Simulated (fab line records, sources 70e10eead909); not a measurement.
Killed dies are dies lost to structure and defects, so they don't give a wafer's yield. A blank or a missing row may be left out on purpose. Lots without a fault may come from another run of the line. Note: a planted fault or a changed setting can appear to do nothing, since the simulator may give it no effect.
Struck lot and sound lot, side by side / flow nand harc / 39 steps out of a route of 1302
Sound: wafers L730.2, L730.3, L730.5. The struck wafers were L726.1, L726.2, L726.3. Last of all comes the cause.
Each step with rows lists, per side, the tool, then ch with its chambers, then its first start. Under that, the readings that differ: sound wafers / struck wafers / difference of the means / sigmas: that difference in standard deviations of wafers without a fault.
alike: readings whose means differ by less than 2 such deviations, and words and numbers that are the same on both sides. not compared: withheld readings, readings that some wafer has no value for, bounds like >300 that may hide the same value, and numbers for which the record gives no deviation and whose values overlap.
Wherever a step has rows on one side only, a row that says differs or no value, or a row with sigmas, the two part there. Numbers that don't overlap but have no deviation are shown without sigmas and don't part them. Lack of a reading on every wafer of one side parts them only where that side has two or more wafers.

first, 8 steps without rows for these wafers: NHARC_A_STAIRCASE_HMDS_210 (time 30 s); NHARC_A_STAIRCASE_COAT_211; NHARC_A_STAIRCASE_SOFTBAKE_212 (time 170 s); NHARC_A_STAIRCASE_EBR_213; NHARC_A_STAIRCASE_EXPOSE_214 (exposes mask STAIR 3); NHARC_A_STAIRCASE_PEB_215 (peb time 130 s); NHARC_A_STAIRCASE_DEVELOP_216 (time 140 s); NHARC_A_STAIRCASE_HARDBAKE_218 (time 140 s).
NHARC_A_STAIRCASE_DESCUM_219: chemistry O2, time 3 s.
  sound on rie diel-10 ch 0,1,2, day 22 14:55; struck on rie diel-11 ch 0,1,3, day 20 22:44
  alike: drypump motor current A, mfc ar sccm, o2 flow sccm, oes product au, rf vpp V, showerhead plenum p Torr, throttle valve pct
  not compared: rf hours counter h
then, 2 steps without rows for these wafers: NHARC_A_STAIRCASE_TRIM_220 (chemistry O2, time 211.2 s); NHARC_A_STAIRCASE_ETCH_221 (etches the open film in C4F8/O2, target depth 100 nm, time 40.5 s).
NHARC_A_STAIRCASE_TRIM_222: chemistry O2, time 211.2 s.
  sound on rie diel-10 ch 0,3, day 22 15:14; struck on rie diel-11 ch 0,2,3, day 20 23:04
reading=mfc ar sccm (sccm); sound=0.016 0.036 0.016; struck=0 0 0; difference=+0; sigmas=-2
  alike: drypump motor current A, o2 flow sccm, oes product au, rf vpp V, showerhead plenum p Torr, throttle valve pct
  not compared: rf hours counter h
then, 3 steps without rows for these wafers: NHARC_A_STAIRCASE_ETCH_223 (etches the open film in C4F8/O2, target depth 100 nm, time 40.5 s); NHARC_A_STAIRCASE_TRIM_224 (chemistry O2, time 211.2 s); NHARC_A_STAIRCASE_ETCH_225 (etches the open film in C4F8/O2, target depth 100 nm, time 40.5 s).
NHARC_A_STAIRCASE_TRIM_226: chemistry O2, time 211.2 s.
  sound: rie diel-10 ch 0,1; struck: rie diel-11 ch 1,2,3
  alike: drypump motor current A, mfc ar sccm, o2 flow sccm, oes product au, rf vpp V, showerhead plenum p Torr, throttle valve pct
  not compared: rf hours counter h
NHARC_A_STAIRCASE_ETCH_227: etches the open film in C4F8/O2, target depth 100 nm, time 40.5 s.
  sound: rie diel-10 ch 0,2; struck: rie diel-11 ch 0,1,3
  alike: bias w, oes product au, rf vpp V
  not compared: rf hours counter h
then, 5 steps without rows for these wafers: NHARC_A_STAIRCASE_TRIM_229 (chemistry O2, time 211.2 s); NHARC_A_STAIRCASE_ETCH_230 (etches the open film in C4F8/O2, target depth 100 nm, time 40.5 s); NHARC_A_STAIRCASE_TRIM_231 (chemistry O2, time 211.2 s); NHARC_A_STAIRCASE_ETCH_232 (etches the open film in C4F8/O2, target depth 100 nm, time 40.5 s); NHARC_A_STAIRCASE_TRIM_233 (chemistry O2, time 211.2 s).
NHARC_A_STAIRCASE_ETCH_234: etches the open film in C4F8/O2, target depth 100 nm, time 40.5 s.
  sound: rie diel-02 ch 0,1,2; struck: rie diel-11 ch 0,1,3
  alike: bias w, oes product au, rf vpp V
  not compared: rf hours counter h
then, 2 steps without rows for these wafers: NHARC_A_STAIRCASE_TRIM_235 (chemistry O2, time 211.2 s); NHARC_A_STAIRCASE_ETCH_236 (etches the open film in C4F8/O2, target depth 100 nm, time 40.5 s).
NHARC_A_STAIRCASE_STRIP_238: strips in O2.
  sound on plasma asher-02 ch 0,1, day 22 17:22; struck on plasma asher-01 ch 0,1, day 21 00:58
  alike: drypump motor current A, heater power w
  not compared: rf hours counter h
then, 12 steps without rows for these wafers: NHARC_A_STAIRCASE_STRIP_239 (strips in SPM, time 900 s); NHARC_A_STAIRCASE_PRECLEAN_240 (cleans in SC1); NHARC_A_STAIRCASE_SRD_241; NHARC_A_STAIRCASE_DEHYDRATE_242 (time 120 s); NHARC_A_STAIRCASE_HMDS_243 (time 30 s); NHARC_A_STAIRCASE_COAT_244; NHARC_A_STAIRCASE_SOFTBAKE_245 (time 170 s); NHARC_A_STAIRCASE_EBR_246; NHARC_A_STAIRCASE_EXPOSE_247 (exposes mask SDS 1); NHARC_A_STAIRCASE_PEB_248 (peb time 130 s); NHARC_A_STAIRCASE_DEVELOP_249 (time 140 s); NHARC_A_STAIRCASE_HARDBAKE_251 (time 140 s).
-- break in the record here, with 8 days between the starts of the struck wafers on either side (left off in module A_STAIRCASE, picked up again in module END, where the first step shown is number 1302 on the route) --
NHARC_END_SORT_01:
  at this point the record logs the struck wafers (prober-01 ch 0, day 28 23:58) and has no rows for the sound ones

WHERE THEY PART
Earliest at NHARC_A_STAIRCASE_TRIM_222; latest, in this record, at NHARC_END_SORT_01.

WHY: what had been put in by the simulator
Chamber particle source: rie diel-11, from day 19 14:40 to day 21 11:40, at NHARC_A_STAIRCASE_TRIM_222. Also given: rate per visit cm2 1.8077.
